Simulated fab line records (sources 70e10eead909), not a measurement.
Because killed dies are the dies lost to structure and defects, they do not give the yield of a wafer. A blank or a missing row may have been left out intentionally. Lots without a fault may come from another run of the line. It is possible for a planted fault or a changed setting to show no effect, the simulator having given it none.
Which of the tools did it? -- flow nand harc -- 7 lots (20 wafers sampled), 1 step of a 1302-step route

== WHAT THE GAUGES READ, wafer by wafer ==
NHARC_A_CHANNEL_HOLE_D2_CD_MEAS_31.
lot,measured,on,cd nm (nm)
L128,day 13 19:34,cd sem-03,91.9 90.3 90.4
L130,day 14 16:49,cd sem-02,91.0 88.9 90.4
L134,day 15 21:52,cd sem-01,92.1 88.6 91.6
L135,day 16 18:24,cd sem-02,90.1 90.6 90.7
L143,day 20 08:08,cd sem-03,91.4 90.5
L147,day 21 22:22,cd sem-01,91.5 91.1 89.5
L150,day 23 06:02,cd sem-03,90.8 90.2 90.4

== WHAT TOOL EACH LOT RAN ON (gives the tool, then ch and the chambers of the sampled wafers, and finally the start) ==
Before these readings, the record contains no process step.

== THE ANSWER, worked out from the rows above alone ==
Rule: usual is defined by the lots themselves. Put in order of their means at a reading, lots are off if they are a third of the lots or fewer, leave a main group of 4 or more, and stand apart from it by a gap of 3 or more times the standard deviation of the main group's means; of several such gaps the widest counts. Not used: any main group whose means are identical at the precision the tables above print for the reading. A lot without any number at a reading at which 4 lots or more have one is off too. Any other lot the step has rows for is counted as sound.
No lot is off on any of the readings shown, so nothing can be concluded from this.

== WHAT THE SIMULATOR HAD PUT IN ==
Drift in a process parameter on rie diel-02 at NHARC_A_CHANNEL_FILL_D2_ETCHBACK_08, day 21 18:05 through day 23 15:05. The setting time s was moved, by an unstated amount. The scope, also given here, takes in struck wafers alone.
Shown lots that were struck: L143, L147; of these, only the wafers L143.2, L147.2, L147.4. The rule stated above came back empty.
